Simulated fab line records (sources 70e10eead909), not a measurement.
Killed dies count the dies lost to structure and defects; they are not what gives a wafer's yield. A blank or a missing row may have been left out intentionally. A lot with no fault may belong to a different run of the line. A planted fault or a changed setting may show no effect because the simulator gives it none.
A lot that was struck, set against a sound lot / flow nand_harc / 13 steps out of a route of 1302
Sound: wafers L928.1, L928.2, L928.4. The struck wafers were L934.1, L934.2, L934.3. At the end, the cause is stated.
For every step that has rows: the tool of each side, followed by ch and its chambers, followed by its first start. Under that, the readings that differ: sound wafers / struck wafers / difference of the means / sigmas: that difference in standard deviations of wafers without a fault.
alike: same words and numbers on both sides, and readings whose means sit less than 2 such deviations apart. not compared: any withheld reading, any reading some wafer has no value for, any bound like >300 that may hide the same value, and any number with overlapping values for which the record gives no deviation.
A row with sigmas, a row that says differs or no value, or rows on one side alone: a step with any of these is where the two part. Non-overlapping numbers with no deviation appear without sigmas and do not part them. Lack of a reading on every wafer of one side parts them only where that side has two or more wafers.

first, 4 steps without rows for these wafers: NHARC_A_STAIRCASE_STRIP_317 (strips in SPM, time 900 s); NHARC_A_STAIRCASE_PRECLEAN_318 (cleans in SC1); NHARC_A_STAIRCASE_SRD_329; NHARC_A_STAIRCASE_ALD_415 (deposits SiO2, target thk 30 nm, pulse time 6 s, ald cycles 300).
NHARC_A_STAIRCASE_ETCHBACK_416: etches the open film in C4F8/O2/Ar, target depth 36 nm, time 7.2 s.
  sound on rie_diel-02 ch 0,2,3; struck on rie_diel-03 ch 0,1,3
reading=rf_hours_counter_h (h); sound=6 7 8; struck=5 4 4; difference=-3; sigmas=
  alike: oes_product_au, rf_vpp_V
NHARC_A_STAIRCASE_STRIP_476: strips in O2, time 20 s.
  sound on rie_diel-02 ch 1,2,3, day 18 12:41; struck on rie_diel-03 ch 0,1,3, day 20 20:20
  alike: drypump_motor_current_A, mfc_ar_sccm, oes_product_au, rf_vpp_V, showerhead_plenum_p_Torr, throttle_valve_pct
  not compared: rf_hours_counter_h
NHARC_A_STAIRCASE_DEP_417: deposits Si3N4, target thk 60 nm.
  sound on pecvd-04 ch 0,1, day 18 12:50; struck on pecvd-04 ch 0,1,2, day 20 20:26
  alike: heater_power_w
  not compared: since_wet_clean_h
then, 3 steps without rows for these wafers: NHARC_A_STAIRCASE_WET_418 (chemistry H3PO4, target depth 20 nm); NHARC_A_STAIRCASE_PRECLEAN_419 (cleans in SC1); NHARC_A_STAIRCASE_SRD_421.
NHARC_A_STAIRCASE_ALD_420: deposits SiO2, target thk 20 nm, pulse time 6 s, ald cycles 200.
  sound on ald_hk-01 ch 0,1,2, day 18 15:29; struck on ald_hk-02 ch 0,2,3, day 20 23:09
reading=since_wet_clean_h (h); sound=115 115 116; struck=120 120 120; difference=+5; sigmas=
  alike: heater_power_w, precursor_pulse_height_rel
NHARC_A_STAIRCASE_CVD_552: deposits SiNx, target thk 40 nm.
  sound on lpcvd-01 ch 0, day 18 20:03; struck on lpcvd-01 ch 0, day 21 10:53
NHARC_A_STAIRCASE_DEP_151: deposits SiO2, target thk 7200 nm.
  sound on pecvd-03 ch 0,1,2, day 18 23:46; struck on pecvd-03 ch 0,1,2, day 21 14:46
  alike: heater_power_w
  not compared: since_wet_clean_h

WHERE THEY PART
Nowhere in this record.

WHY: whatever the simulator had introduced
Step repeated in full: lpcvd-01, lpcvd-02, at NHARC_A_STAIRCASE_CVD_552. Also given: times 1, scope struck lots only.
